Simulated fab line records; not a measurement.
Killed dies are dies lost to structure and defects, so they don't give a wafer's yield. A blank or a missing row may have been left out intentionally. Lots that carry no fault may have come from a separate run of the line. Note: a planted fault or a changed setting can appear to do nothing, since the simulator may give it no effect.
Matching of chambers / flow n5-finfet / rie-diel-06 running N5_GATE_CUT_DESCUM_18: 4 sister chambers
The step chemistry O2, time 7 s. 4 wafers are shown with their chamber, then 9 later ones without.

EACH WAFER AND ITS CHAMBER
wafer=L080.3; chamber=3; showerhead-plenum-p-Torr (Torr)=1.99
wafer=L082.6; chamber=2; showerhead-plenum-p-Torr (Torr)=2.04
wafer=L089.1; chamber=0; showerhead-plenum-p-Torr (Torr)=2.08
wafer=L089.5; chamber=1; showerhead-plenum-p-Torr (Torr)=2.11

WAFERS WHOSE CHAMBER IS MISSING
wafer=L092.4; showerhead-plenum-p-Torr (Torr)=2.11
wafer=L092.5; showerhead-plenum-p-Torr (Torr)=2.07
wafer=L092.6; showerhead-plenum-p-Torr (Torr)=1.98
wafer=L094.2; showerhead-plenum-p-Torr (Torr)=2.03
wafer=L094.4; showerhead-plenum-p-Torr (Torr)=1.98
wafer=L094.6; showerhead-plenum-p-Torr (Torr)=2.07
wafer=L095.1; showerhead-plenum-p-Torr (Torr)=2.07
wafer=L095.4; showerhead-plenum-p-Torr (Torr)=2.11
wafer=L095.5; showerhead-plenum-p-Torr (Torr)=2.03

EACH ONE'S CHAMBER
wafer=L092.4; from the rows above=1; in truth=1
wafer=L092.5; from the rows above=0; in truth=0
wafer=L092.6; from the rows above=3; in truth=3
wafer=L094.2; from the rows above=2; in truth=2
wafer=L094.4; from the rows above=3; in truth=3
wafer=L094.6; from the rows above=0; in truth=0
wafer=L095.1; from the rows above=0; in truth=0
wafer=L095.4; from the rows above=1; in truth=1
wafer=L095.5; from the rows above=2; in truth=2
Correctly placed: 9 of 9. Can't be placed from these rows: 0. Number placed wrongly: 0.
How it was worked out, from the rows above alone: a wafer's distance from a chamber is the root of the sum, over the readings, of the square of ((its reading less the chamber's mean) divided by the reading's scatter). If the next closest chamber is less than 2 further off than the closest, the wafer can't be placed; otherwise it belongs to the closest. The mean given for a chamber averages the wafers shown for that chamber. The scatter (one wafer shown for each chamber): square how far every hidden wafer sits from the nearest shown wafer, average those squares and take the square root.
